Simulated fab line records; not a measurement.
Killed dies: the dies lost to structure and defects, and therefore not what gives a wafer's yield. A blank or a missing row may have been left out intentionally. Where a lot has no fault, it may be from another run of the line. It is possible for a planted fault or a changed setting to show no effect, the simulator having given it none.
Comparing a struck lot with a sound one | flow n5-finfet | 18 steps out of a route of 1938
Sound: these wafers, L204.2, L204.3, L204.5. Wafers L218.3, L218.6 were the ones struck. Last of all comes the cause.
For every step that has rows: the tool of each side, followed by ch and its chambers, followed by its first start. Under that, the readings that differ: sound wafers | struck wafers | difference of the means | sigmas: that difference in standard deviations of wafers without a fault.
alike: readings with means less than 2 such deviations apart, plus words and numbers identical on both sides. not compared: withheld readings, readings lacking a value on some wafer, bounds such as >300 that could conceal the same value, and numbers that have no deviation in the record and whose values overlap.
A row with sigmas, a row that says differs or no value, or rows on one side alone: a step with any of these is where the two part. Numbers that don't overlap but have no deviation are shown without sigmas and don't part them. Lack of a reading on every wafer of one side parts them only where that side has two or more wafers.

N5_MIM_TOP_LITHO_CD_MEAS_08: the cd target is 2000 nm.
  sound on cd-sem-01 ch 0, day 13 17:16; struck on cd-sem-01 ch 0, day 17 00:00
  alike: cd-nm
N5_MIM_TOP_LITHO_OVL_MEAS_11:
  sound on overlay-01 ch 0, day 13 17:17; struck on overlay-02 ch 0, day 17 00:01
  alike: MIM_TOP_OVL
N5_MIM_TOP_LITHO_INSPECT_12: inspects for defects (macro).
  struck on defect-inspect-01, day 17 00:03; sound on defect-inspect-02, day 13 17:19
  alike: raw-defect-count
N5_MIM_TOP_LITHO_DESCUM_10: chemistry O2, time 7.9 s.
  sound on rie-diel-01 ch 0,2,3, day 13 17:20; struck on rie-diel-02 ch 1,2, day 17 00:05
  alike: drypump-motor-current-A, oes-product-au, rf-vpp-V, showerhead-plenum-p-Torr, throttle-valve-pct
  not compared: rf-hours-counter-h
N5_MIM_TOP_ETCH_ETCH_00: etches TiN in Cl2/BCl3, target depth 38.5 nm.
  sound on rie-metal-01 ch 0,1, day 13 17:26; struck on rie-metal-03 ch 0,1, day 17 00:13
  reading                | sound             | struck      | difference | sigmas
  throttle-valve-pct (%) | 22.60 22.24 22.24 | 22.83 22.78 | +0.45      | +2
  alike: drypump-motor-current-A, oes-product-au
  not compared: rf-hours-counter-h
N5_MIM_TOP_ETCH_STRIP_01: strips in O2.
  sound on rie-diel-06 ch 1,2,3, day 13 17:43; struck on rie-diel-03 ch 2,3, day 17 00:19
  alike: drypump-motor-current-A, oes-product-au, rf-vpp-V, showerhead-plenum-p-Torr, throttle-valve-pct
  not compared: rf-hours-counter-h
N5_MIM_TOP_ETCH_PECVD_03: deposits SiNx from SiH4/NH3/N2, target thk 20 nm, time 17.6 s.
  sound on pecvd-02 ch 1,2, day 13 17:47; struck on pecvd-04 ch 2, day 17 00:24
  alike: heater-power-w, showerhead-plenum-p-Torr, throttle-valve-pct
then, 5 steps without rows for these wafers: N5_MIM_BOT_LITHO_HMDS_01 (time 60 s); N5_MIM_BOT_LITHO_COAT_02; N5_MIM_BOT_LITHO_EBR_04; N5_MIM_BOT_LITHO_SOFTBAKE_03 (time 90 s); N5_MIM_BOT_LITHO_EXPOSE_05 (exposes mask MIM BOT).
N5_MIM_BOT_LITHO_PEB_06:
  sound on litho-track-05 ch 0, day 13 18:01; struck on litho-track-05 ch 0, day 17 00:47
  alike: exhaust-pa
then, 2 steps without rows for these wafers: N5_MIM_BOT_LITHO_DEVELOP_07 (develop time 60 s); N5_MIM_BOT_LITHO_HARDBAKE_09 (time 120 s).
N5_MIM_BOT_LITHO_CD_MEAS_08: the cd target is 3000 nm.
  sound on cd-sem-03 ch 0, day 13 18:08; struck on cd-sem-01 ch 0, day 17 00:54
  reading    | sound                | struck        | difference | sigmas
  cd-nm (nm) | 3001.9 2998.9 3001.7 | 2990.1 2990.7 | -10.4      | -6
N5_MIM_BOT_LITHO_OVL_MEAS_11:
  sound on overlay-02 ch 0, day 13 18:10; struck on overlay-02 ch 0, day 17 00:56
  alike: MIM_BOT_OVL
N5_PASSIVATION_PROBE_49:
  rows exist in the record for the struck wafers here (prober-01, day 17 09:56), but not for the sound ones

## WHERE THEY PART
At N5_MIM_TOP_ETCH_ETCH_00 first; at N5_PASSIVATION_PROBE_49 last (within this record only).

WHY: what had been put in by the simulator
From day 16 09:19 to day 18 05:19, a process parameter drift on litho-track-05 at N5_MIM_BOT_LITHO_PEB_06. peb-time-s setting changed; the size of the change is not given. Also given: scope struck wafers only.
